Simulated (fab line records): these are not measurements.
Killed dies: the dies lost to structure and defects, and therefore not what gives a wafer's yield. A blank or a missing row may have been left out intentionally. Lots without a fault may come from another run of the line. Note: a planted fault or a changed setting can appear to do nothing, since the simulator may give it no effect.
fab line records | flow nandHarc
record: lots: 6 wafers: 18 lastDay: 33
route steps=1302 shown P_CONTACT@231 P_M0@253 END@1302
lots that met no fault: from a run of the same line without faults
startH: start of the lot's first displayed wafer, in hours after the record's first day | waitH: time in hours since the lot's previous step | " as in the row above | L1.1+2: one row covering several wafers at once | - either no value or no given start | * or withheld: withheld | < > ~ a bound
route shown NAME@n: names a module that has steps shown in the file, with the first one's number in the route | usual: mean/standard deviation of fault-free wafers | same: alike in all rows | chamber/n: place in a boat | sites: readings site by site | _std_site: how widely they spread, as a standard deviation | _edge_site: inner sites' mean taken away from outer sites' mean | radiusMm: for every site, how far away it sits from the centre of the wafer | mask NAME#n: copy n | behind: tool/chamber where the wafer was last shaped | hold: why the lot went on hold/how many hours it stayed there/how the hold came to an end | device: which transistor (n, p or np) failed to switch | end of line: the same wafers' tests at the end of the route | for a step that has no rows: nothing shown but its recipe | killed: count of dies lost to structure and defects at first sort (not the wafer's yield) | map: the dies of a wafer, with x for killed, . for not killed, _ for no die there
set.NAME: the setting as run; set.NAME@STEP: as run at that earlier step | model.NAME: the simulator's own value behind a step, which no gauge read
lots at some steps of the route; a table a step, a row a wafer
services: the hour from which a tool's chamber was out of use, counted from the record's first day as startH (under 0 if before that day), plus the number of hours and why
== steps ==
step: NHARC_P_CONTACT_DEVELOP_11
recipe: developTimeS: 35 devTempC: 23
step: NHARC_P_CONTACT_CD_MEAS_12
recipe: targetCdNm: 90 landingEnergyEv: 500
usual: cdNm: 89.7/0.62
columns lot.wafer tool chamber startH waitH cdNm
L124.1 cdSem-03 0 136.75 - 89.2
L124.3 " 0 " " 90.1
L124.6 " 0 " " 89.1
L133.3 cdSem-01 0 232.80 - 89.9
L133.4 " 0 " " 89.6
L133.5 " 0 " " 90.7
L134.3 cdSem-01 0 235.60 - 89.3
L134.4 " 0 " " 90.4
L134.6 " 0 " " 89.7
L135.2 cdSem-03 0 243.55 - 89.8
L135.3 " 0 " " 89.5
L135.5 " 0 " " 90.7
L143.1 cdSem-02 0 324.99 - 89.7
L143.2 " 0 " " 88.9
L143.5 " 0 " " 89.5
L145.3 cdSem-01 0 349.96 - 89.8
L145.4 " 0 " " 89.9
L145.5 " 0 " " 90.2
step: NHARC_P_CONTACT_OVL_MEAS_13
usual: overlayXNm: 0.0/0.81 overlayYNm: 0.0/0.84
columns lot.wafer tool chamber startH waitH overlayXNm overlayYNm
L124.1 overlay-02 - 136.84 - -0.3 0.2
L124.3 " - " " -0.6 -0.2
L124.6 " - " " -1.2 0.4
L133.3 overlay-02 - 232.88 - -0.5 -1.1
L133.4 " - " " 0.1 -0.6
L133.5 " - " " 0.0 -0.6
L134.3 overlay-01 - 235.69 - -0.3 0.6
L134.4 " - " " 0.0 0.3
L134.6 " - " " -0.1 0.9
L135.2 overlay-01 - 243.63 - -0.7 0.1
L135.3 " - " " 0.0 -0.5
L135.5 " - " " -0.4 -0.2
L143.1 overlay-01 - 325.08 - 1.1 1.0
L143.2 " - " " 1.0 0.5
L143.5 " - " " 1.2 1.2
L145.3 overlay-01 - 350.04 - -0.9 -1.6
L145.4 " - " " -1.4 -1.2
L145.5 " - " " -0.7 -1.0
step: NHARC_P_CONTACT_INSPECT_14
usual: rawDefectCount: 3.6/2.4
columns lot.wafer tool chamber startH waitH rawDefectCount
L124.1 defectInspect-02 - 136.88 0.0 2
L124.3 " - " " 1
L124.6 " - " " 6
L133.3 defectInspect-02 - 232.92 0.0 2
L133.4 " - " " 4
L133.5 " - " " 3
L134.3 defectInspect-01 - 235.72 0.0 4
L134.4 " - " " 2
L134.6 " - " " 3
L135.2 defectInspect-01 - 243.67 0.0 4
L135.3 " - " " 5
L135.5 " - " " 6
L143.1 defectInspect-01 - 325.11 0.0 11
L143.2 " - " " 4
L143.5 " - " " 7
L145.3 defectInspect-02 - 350.08 0.0 1
L145.4 " - " " 2
L145.5 " - " " 5
step: NHARC_P_CONTACT_DESCUM_17
recipe: timeS: 3 o2FlowSccm: 200 arFlowSccm: 0 biasPowerW: 0 chemistry: O2
step: NHARC_P_CONTACT_ETCH_35
recipe: targetDepthA: 390 overEtchFrac: 0.3 timeS: 65 ionEnergyEv: 80 cf4FlowSccm: 150 arFlowSccm: 0 rfW: 300 biasW: 100 chemistry: CF4
step: NHARC_P_CONTACT_ETCH_36
recipe: targetDepthA: 2600 overEtchFrac: 0.25 timeS: 406.25 ionEnergyEv: 200 n2FlowSccm: 150 h2FlowSccm: 150 arFlowSccm: 0 rfW: 400 biasW: 150 chemistry: N2/H2
usual: drypumpMotorCurrentA: 6.0/0.59 oesProductAu: 1.003/0.0095 rfVppV: 429.6/2.5 showerheadPlenumPTorr: 2.01/0.087 throttleValvePct: 14.171/0.0094
columns lot.wafer tool chamber startH waitH drypumpMotorCurrentA oesProductAu rfHoursCounterH rfVppV showerheadPlenumPTorr throttleValvePct
L124.1 rieDiel-11 2 - - 6.5 0.993 2.3 428.9 1.94 14.174
L124.3 " 0 " " 6.3 1.003 2.4 426.9 1.94 14.167
L124.6 " 1 " " 6.5 1.008 - 433.4 2.14 14.159
L133.4 rieDiel-11 0 - - 6.3 1.019 6.9 428.2 1.94 14.185
L133.3 " 1 " " 6.5 1.004 8.6 432.5 2.14 14.167
L133.5 " 3 " " 4.9 1.011 - 427.4 1.92 14.151
L134.3 rieDiel-01 1 - - 6.4 1.002 0.9 427.0 1.93 14.174
L134.4 " 2 " " 5.3 0.998 1.0 428.4 2.00 14.165
L134.6 " 2 " " 5.3 0.984 - 429.3 2.00 14.166
L135.2 rieDiel-06 3 - - 6.4 0.998 3.1 428.8 1.97 14.161
L135.3 " 0 " " 6.0 1.013 3.1 434.0 2.15 14.179
L135.5 " 2 " " 5.9 0.996 - 431.4 2.03 14.174
L143.1 rieDiel-11 3 - - 4.9 0.992 4.0 425.9 1.91 14.187
L143.2 " 0 " " 6.4 1.009 3.7 428.1 1.94 14.186
L143.5 " 2 " " 6.5 0.990 - 426.0 1.93 14.181
L145.3 rieDiel-06 3 - - 6.4 1.005 0.6 427.0 1.97 14.178
L145.4 " 1 " " 6.2 0.998 0.6 429.9 2.05 14.155
L145.5 " 3 " " 6.4 1.015 - 429.5 1.97 14.171
step: NHARC_P_CONTACT_ETCH_18
recipe: targetDepthA: 4810 timeS: 240.5 c4f8FlowSccm: 20 o2FlowSccm: 10 arFlowSccm: withheld rfW: 600 biasW: 1500 chemistry: C4F8/O2/Ar
step: NHARC_P_CONTACT_STRIP_37
recipe: c4f8FlowSccm: withheld o2FlowSccm: 8 arFlowSccm: withheld biasW: 0 chemistry: C4F8/O2/Ar
step: NHARC_P_CONTACT_ETCH_31
recipe: targetDepthA: 300 timeS: 85.7 ionEnergyEv: 120 overEtchFrac: 1 ch3fFlowSccm: 50 o2FlowSccm: 30 arFlowSccm: 200 rfW: 500 biasW: 100 chemistry: CH3F/O2
step: NHARC_P_CONTACT_CD_MEAS_19
usual: cdNm: 90.0/1.5
columns lot.wafer tool chamber startH waitH cdNm
L124.1 cdSem-03 - 137.80 - 89.2
L124.3 " - " " 89.9
L124.6 " - " " 87.3
L133.3 cdSem-02 - 233.85 - 91.3
L133.4 " - " " 94.1
L133.5 " - " " 94.4
L134.3 cdSem-01 - 236.66 - 90.0
L134.4 " - " " 91.2
L134.6 " - " " 88.7
L135.2 cdSem-01 - 244.60 - 87.9
L135.3 " - " " 89.0
L135.5 " - " " 91.2
L143.1 cdSem-03 - 326.19 - 88.2
L143.2 " - " " 87.6
L143.5 " - " " 89.0
L145.3 cdSem-01 - 351.02 - 88.6
L145.4 " - " " 88.1
L145.5 " - " " 88.1
step: NHARC_P_CONTACT_STRIP_28
recipe: o2FlowSccm: 500 arFlowSccm: 0 biasW: 0 chemistry: O2
step: NHARC_P_CONTACT_STRIP_29
recipe: timeS: 1200 tempC: 72.5 chemistry: postEtchResidueRemover
columns lot.wafer tool chamber startH waitH
L124.3+1+6 wetBench-09 3,6,7 138.08 -
L133.5+3+4 wetBench-07 2,3,4 234.11 -
L134.3+6+4 wetBench-07 2,3,4 236.92 -
L135.2+3+5 wetBench-09 1,2,6 244.86 -
L143.2+5+1 wetBench-07 5,1,2 326.48 0.2
L145.4+3+5 wetBench-09 5,6,7 351.27 -
step: NHARC_P_CONTACT_DEGAS_38
recipe: tempC: 300 timeS: 60
usual: heaterPowerW: 483/49
columns lot.wafer tool chamber startH waitH heaterPowerW
L124.1 pvdSputter-02 - 138.54 - 489
L124.3 " - " " 444
L124.6 " - " " 542
L133.3 pvdSputter-02 - 234.57 - 550
L133.4 " - " " 448
L133.5 " - " " 556
L134.3 pvdSputter-02 - 237.36 - 543
L134.4 " - " " 448
L134.6 " - " " 551
L135.2 pvdSputter-03 - 245.31 - 388
L135.3 " - " " 482
L135.5 " - " " 485
L143.2 pvdSputter-01 - 326.94 - 440
L143.1 " - " " 450
L143.5 " - " " 532
L145.4 pvdSputter-02 - 351.72 - 557
L145.3 " - " " 480
L145.5 " - " " 479
step: NHARC_P_CONTACT_PRE_CLEAN_39
recipe: timeS: 19.5 biasV: 250 gas: Ar
step: NHARC_P_CONTACT_PVD_32
recipe: targetThkA: 50 chamberPressurePa: 5 powerW: 5000 substrateTempC: 200 timeS: 17.7 material: Ti
usual: cathodeDcPowerW: 4999.9/0.89 throttleValvePct: 30.4/0.89
columns lot.wafer tool chamber startH waitH cathodeDcPowerW throttleValvePct
L124.1 pvdSputter-02 - - - 5001.0 30.5
L124.3 " - " " 4998.8 30.2
L124.6 " - " " 5000.3 30.7
L133.4 pvdSputter-02 - - - 4999.0 31.0
L133.3 " - " " 5000.3 31.1
L133.5 " - " " 4999.1 31.1
L134.3 pvdSputter-02 - - - 5000.0 30.4
L134.4 " - " " 5000.4 30.5
L134.6 " - " " 5000.1 30.3
L135.3 pvdSputter-03 - - - 5001.5 30.5
L135.2 " - " " 4998.1 30.5
L135.5 " - " " 5001.0 30.3
L143.2 pvdSputter-01 - - - 4999.3 30.0
L143.1 " - " " 5000.3 30.6
L143.5 " - " " 4999.2 31.0
L145.3 pvdSputter-02 - - - 4999.3 30.2
L145.4 " - " " 5000.5 29.5
L145.5 " - " " 5000.2 29.8
step: NHARC_P_CONTACT_ALD_22
recipe: targetThkA: 30 pulseTimeS: 1 aldCycles: 150 tempC: 450 material: TiN
step: NHARC_P_CONTACT_CVD_23
recipe: targetThkA: 2000 tempC: 300 pressureTorr: 40 wf6FlowSccm: 40 h2FlowSccm: 1600 arFlowSccm: 1560 timeS: 557 material: W
usual: heaterPowerW: 433/71 throttleValvePct: 7.77/0.28
columns lot.wafer tool chamber startH waitH heaterPowerW throttleValvePct
L124.1 cvdW-02 1 - - 424 8.29
L124.3 " 0 " " 372 7.61
L124.6 " 1 " " 430 8.23
L133.4 cvdW-02 0 - - 356 7.66
L133.3 " 1 " " 435 8.10
L133.5 " 1 " " 430 8.16
L134.3 cvdW-02 1 - - 432 8.03
L134.4 " 0 " " 350 7.60
L134.6 " 0 " " 362 7.66
L135.2 cvdW-01 1 - - 384 7.63
L135.3 " 1 " " 399 7.92
L135.5 " 1 " " 397 7.88
L143.1 cvdW-02 1 - - 447 7.98
L143.2 " 0 " " 374 7.48
L143.5 " 1 " " 450 8.17
L145.4 cvdW-02 1 - - 437 8.32
L145.3 " 0 " " 376 7.60
L145.5 " 0 " " 373 7.73
step: NHARC_P_CONTACT_CMP_24
recipe: tOverpolishS: 30 targetThkNm: 200
step: NHARC_P_CONTACT_SRD_26
step: NHARC_P_M0_DEP_00
recipe: targetThkA: 1500 targetThkNm: 150 tempC: withheld pressureTorr: 5 flowSccm: 200 rfW: 600 material: SiOC
step: NHARC_P_M0_DEHYDRATE_01
recipe: tempC: 150 timeS: 120
step: NHARC_P_M0_HMDS_02
recipe: timeS: 30
step: NHARC_P_M0_COAT_33
recipe: tempC: 200 timeS: 65
step: NHARC_P_M0_COAT_03
recipe: spinRpm: 1500 resistThkNm: 90
step: NHARC_P_M0_SOFTBAKE_04
recipe: tempC: 105 timeS: 55
step: NHARC_P_M0_EBR_05
step: NHARC_P_M0_EXPOSE_06
recipe: na: 1.35 targetCdNm: 90 doseMj: 81.28 maskId: P_M0
step: NHARC_P_M0_PEB_07
recipe: pebTempC: 100 pebTimeS: 65
step: NHARC_P_M0_DEVELOP_08
recipe: developTimeS: 35 devTempC: 23
step: NHARC_P_M0_CD_MEAS_09
recipe: targetCdNm: 90 landingEnergyEv: 500
usual: cdNm: 89.9/0.69
columns lot.wafer tool chamber startH waitH cdNm
L124.1 cdSem-01 0 140.91 - 89.1
L124.3 " 0 " " 89.8
L124.6 " 0 " " 90.6
L133.3 cdSem-02 0 236.84 - 90.7
L133.4 " 0 " " 89.8
L133.5 " 0 " " 89.4
L134.3 cdSem-02 0 240.02 - 90.5
L134.4 " 0 " " 90.4
L134.6 " 0 " " 91.4
L135.2 cdSem-03 0 247.70 - 88.9
L135.3 " 0 " " 89.7
L135.5 " 0 " " 89.8
L143.1 cdSem-02 0 329.20 - 89.6
L143.2 " 0 " " 90.1
L143.5 " 0 " " 90.4
L145.3 cdSem-02 0 353.99 - 89.1
L145.4 " 0 " " 89.0
L145.5 " 0 " " 89.3
step: NHARC_P_M0_OVL_MEAS_10
recipe: pitchNm: 180
usual: overlayXNm: 0.3/0.92 overlayYNm: 0.0/0.73
columns lot.wafer tool chamber startH waitH overlayXNm overlayYNm
L124.1 overlay-01 - 141.00 - 0.9 0.7
L124.3 " - " " 1.0 1.1
L124.6 " - " " 0.6 0.2
L133.3 overlay-01 - 236.92 - -0.1 0.0
L133.4 " - " " 0.6 0.1
L133.5 " - " " 0.3 -0.3
L134.3 overlay-01 - 240.10 - -0.8 0.5
L134.4 " - " " -0.7 -0.1
L134.6 " - " " -0.8 -0.1
L135.2 overlay-01 - 247.79 - -1.2 0.6
L135.3 " - " " -1.4 0.4
L135.5 " - " " -1.5 0.5
L143.1 overlay-01 - 329.29 - 2.1 -0.1
L143.2 " - " " 1.4 0.2
L143.5 " - " " 1.6 -0.1
L145.3 overlay-01 - 354.08 - -0.6 -0.4
L145.4 " - " " -1.4 -0.3
L145.5 " - " " -0.5 -0.1
step: NHARC_P_M0_DESCUM_14
recipe: timeS: 3 o2FlowSccm: 200 arFlowSccm: 0 biasPowerW: 0 chemistry: O2
step: NHARC_P_M0_ETCH_34
recipe: targetDepthA: 400 overetchA: 120 timeS: 43.94 ionEnergyEv: 200 n2FlowSccm: 150 h2FlowSccm: 150 arFlowSccm: 0 rfW: 400 biasW: 150 chemistry: N2/H2
step: NHARC_P_M0_ETCH_15
recipe: targetDepthA: 1500 overetchA: 150 timeS: 82.5 c4f8FlowSccm: withheld arFlowSccm: 400 rfW: 600 biasW: 300 chemistry: C4F8/Ar
usual: oesProductAu: 0.954/0.022 rfVppV: 440.1/2.6
columns lot.wafer tool chamber startH waitH oesProductAu rfHoursCounterH rfVppV
L124.1 rieDiel-03 1 - - 0.943 10 438.2
L124.3 " 2 " " 0.939 11 437.5
L124.6 " 3 " " 0.936 - 441.7
L133.4 rieDiel-02 3 - - 0.961 1 440.2
L133.3 " 0 " " 0.973 2 438.0
L133.5 " 3 " " 0.962 - 440.0
L134.3 rieDiel-02 2 - - 0.968 1 440.0
L134.4 " 0 " " 0.990 2 437.6
L134.6 " 2 " " 0.962 - 441.8
L135.2 rieDiel-03 3 - - 0.931 47 441.2
L135.3 " 1 " " 0.923 48 438.3
L135.5 " 0 " " 0.928 - 444.6
L143.2 rieDiel-02 2 - - 0.970 16 441.2
L143.1 " 1 " " 0.956 15 444.2
L143.5 " 2 " " 0.963 - 441.0
L145.4 rieDiel-02 2 - - 0.965 19 441.2
L145.3 " 0 " " 0.953 17 437.6
L145.5 " 1 " " 0.957 - 444.1
step: NHARC_P_M0_CD_MEAS_16
usual: cdNm: 89.9/0.97
columns lot.wafer tool chamber startH waitH cdNm
L124.1 cdSem-02 - 141.44 - 90.7
L124.3 " - " " 89.2
L124.6 " - " " 90.7
L133.3 cdSem-02 - 237.32 - 90.9
L133.4 " - " " 88.4
L133.5 " - " " 89.5
L134.3 cdSem-02 - 240.51 - 89.0
L134.4 " - " " 90.2
L134.6 " - " " 91.5
L135.2 cdSem-03 - 248.29 - 88.6
L135.3 " - " " 89.9
L135.5 " - " " 89.6
L143.1 cdSem-02 - 329.69 - 90.1
L143.2 " - " " 89.7
L143.5 " - " " 90.0
L145.3 cdSem-03 - 354.48 - 89.2
L145.4 " - " " 88.2
L145.5 " - " " 89.3
step: NHARC_P_M0_STRIP_18
recipe: powerW: 1000 n2FlowSccm: 150 h2FlowSccm: 150 arFlowSccm: 0 biasW: 0 chemistry: N2/H2
step: NHARC_P_M0_STRIP_19
recipe: timeS: 600 tempC: 30 chemistry: postEtchResidueRemover
step: NHARC_P_M0_DEGAS_28
recipe: tempC: 250 timeS: 60
step: NHARC_END_SORT_01
recipe: tempC: 25
usual: killedAtArray: 59/16 killedAtOther: 0.8/1.1 killedAtPeriphery: 3.6/2.4 killedDies: 64/16 killedOpen: 3.4/1.8 killedShort: 2.5/1.6
same: grossDies: 677
columns lot.wafer tool chamber startH waitH killedAtArray killedAtOther killedAtPeriphery killedDies killedOpen killedShort
L133.3 prober-01 0 683.91 3.1 63 1 74 138 3 4
L133.4 prober-01 0 684.70 3.4 81 1 100 182 4 1
L133.5 prober-01 0 685.50 3.7 82 1 106 189 2 0
L134.3 prober-01 0 691.71 3.1 38 1 97 136 2 4
L134.4 prober-01 0 692.51 3.4 37 0 98 135 3 3
L134.6 prober-01 0 694.11 4.0 36 0 71 107 2 1
killed by level:class
L133.3 P_CONTACT:unspecified=72 A_CHANNEL_HOLE_D1:chamberFilmFlake=31 A_SLIT:chamberFilmFlake=22 A_WL_FILL:geometricParticle:short=2 P_GATE:geometricParticle:open=1 A_ONON_D1:geometricParticle:open=1 A_ONON_D1:geometricParticle:short=1 A_ONON_D2:geometricParticle:short=1
L133.4 P_CONTACT:unspecified=98 A_SLIT:chamberFilmFlake=42 A_CHANNEL_HOLE_D1:chamberFilmFlake=26 A_CONTACT:chamberFilmFlake=5 A_STAIRCASE:chamberFilmFlake=4 P_STI:geometricParticle:short=1 P_M0:geometricParticle:open=1 A_ONON_D2:geometricParticle:open=1
L133.5 P_CONTACT:unspecified=101 A_CHANNEL_HOLE_D1:chamberFilmFlake=37 A_SLIT:chamberFilmFlake=30 A_DECK1_JOINT:chamberFilmFlake=3 A_CONTACT:chamberFilmFlake=3 P_M1:chamberFilmFlake=2 A_STAIRCASE:chamberFilmFlake=2 A_WL_FILL:chamberFilmFlake=2
L134.3 P_CONTACT:unspecified=96 A_CHANNEL_HOLE_D2:chamberFilmFlake=17 A_CHANNEL_HOLE_D1:chamberFilmFlake=6 A_SLIT:chamberFilmFlake=4 A_STAIRCASE:chamberFilmFlake=2 A_CONTACT:chamberFilmFlake=2 A_ONON_D1:geometricParticle:open=1 A_ONON_D1:geometricParticle:short=1
L134.4 P_CONTACT:unspecified=95 A_CHANNEL_HOLE_D2:chamberFilmFlake=15 A_CHANNEL_HOLE_D1:chamberFilmFlake=7 A_SLIT:chamberFilmFlake=4 A_STAIRCASE:chamberFilmFlake=3 A_CONTACT:chamberFilmFlake=3 P_CONTACT:geometricParticle:open=1 P_M0:geometricParticle:open=1
L134.6 P_CONTACT:unspecified=67 A_CHANNEL_HOLE_D2:chamberFilmFlake=20 A_CHANNEL_HOLE_D1:chamberFilmFlake=11 P_STI:chamberFilmFlake=2 P_M1:chamberFilmFlake=2 A_STAIRCASE:chamberFilmFlake=2 A_ONON_D1:geometricParticle:short=1 A_CHANNEL_HOLE_D2:geometricParticle:open=1
map L133.5 (x killed, . not)
____________x____________
_________.x..x.._________
_______..x........_______
______...xx.x......______
_____.x.xxxxx......._____
____xx...xxxx........____
____...xxxx.xx.......____
___.....xxx..x........___
___.....x.xxxx.x......___
__........xxxx.........__
__......x.xx...........__
_..............xx......._
_.......x..............._
_...x................x.._
_..........x...x.....x.._
_...x...xx....x.xxx....._
.......x.......xxxxxx....
.......xxx.x.xxxxxxxxx...
........xx.x.xxxxxxx.x...
x......x.x..xxxxxxxxxxx..
.....xxxxx...xxxxxxxxx...
_....xxxxx..xxxxxxxxx..._
_.x....xx..xxxxxxxxxxx.._
_......x..x...xxxxxxxx.._
_........x...xxxxxxxx..._
_.............xxxxx.xx.._
__.......x...x.xxxxxx..__
__............xxxx.xx..__
___....x..............___
___...................___
____..x..............____
____.....x...........____
_____..............._____
______.............______
_______....x.x...._______
_________......._________
____________.____________
map L134.3 (x killed, . not)
____________.____________
_________......._________
_______..........._______
______.............______
_____..............._____
____...x.............____
____..........x......____
___.....xx............___
___x.....x.x..........___
__.....................__
__.....................__
_......................._
_xx....................._
_........x.............._
_......................._
_............xxxxx......_
........x......xxxxx.....
........x...x.xxxxxxx....
x......x.x.x.x.xxxxxxx...
........x..xxxxxxxxxx....
.........xxx.xxxxxxxxx...
_........x.xxxxxxxxxx..._
_..........xxxxxxxxxxx.._
_..........xxxxxxxxxx..._
_.........xx..xxxxxxx..._
_........xx...xxxxxx...._
__.........x..xxxxxx.xx__
__...x........xxxxxxx.x__
___.....x........xx...___
___...................___
____.................____
____.................____
_____..............._____
______.............______
_______..........._______
_________...x..._________
____________.____________
== services ==
columns tool chamber startH hours kind
rieDiel-02 3 115.62 8.6 repair
rieDiel-02 - 115.79 1.3 repair
rieDiel-06 1 116.98 5.3 repair
rieDiel-06 - 130.20 9.0 pm
wetBench-07 - 169.12 8.0 pm
wetBench-09 - 176.80 8.0 pm
pvdSputter-03 - 180.95 10.0 pm
pvdSputter-03 - 192.77 2.6 repair
pvdSputter-02 - 207.87 0.5 repair
rieDiel-02 - 216.71 9.0 pm
rieDiel-11 0 217.46 8.5 repair
wetBench-07 - 232.04 1.0 repair
rieDiel-02 0 242.31 7.8 repair
rieDiel-11 1 249.45 12.3 repair
rieDiel-11 - 255.50 9.0 pm
rieDiel-02 0 258.58 3.3 repair
cvdW-02 - 269.00 13.0 pm
pvdSputter-02 - 273.09 8.9 repair
pvdSputter-02 - 282.00 10.0 pm
rieDiel-02 0 292.32 6.6 repair
cvdW-02 - 294.87 1.0 repair
rieDiel-11 1 321.73 7.7 repair
wetBench-07 - 345.17 8.0 pm
wetBench-09 - 352.80 8.0 pm
== key ==
firstSign: step: NHARC_END_SORT_01 reading: killedAtPeriphery direction: up sigmas: 36 usual: 3.6 struck: 91
effect: step: NHARC_END_SORT_01 reading: killedDies direction: up sigmas: 5.4 usual: 64 struck: 148
moreKillsBornAt: NHARC_P_CONTACT_STRIP_29@wetBench-07: 529
metAt NHARC_P_CONTACT_STRIP_29
struckWafers L133.3,L133.4,L133.5,L134.3,L134.4,L134.6
testerLeftOut L133,L134
fault: kind: chamberParticleSource tool: wetBench-07 chamber: - onsetH: 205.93 steps: NHARC_P_CONTACT_STRIP_29 ratePerVisitCm2: 1.5206 endH: 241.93
testerLeftOut: of these lots the tester's yield and bins aren't shown, on N5 and GAA mostly nor the transistor test; their killed dies are dies lost to structure and defects alone, not to doping, threshold or leakage, so they don't give the yield
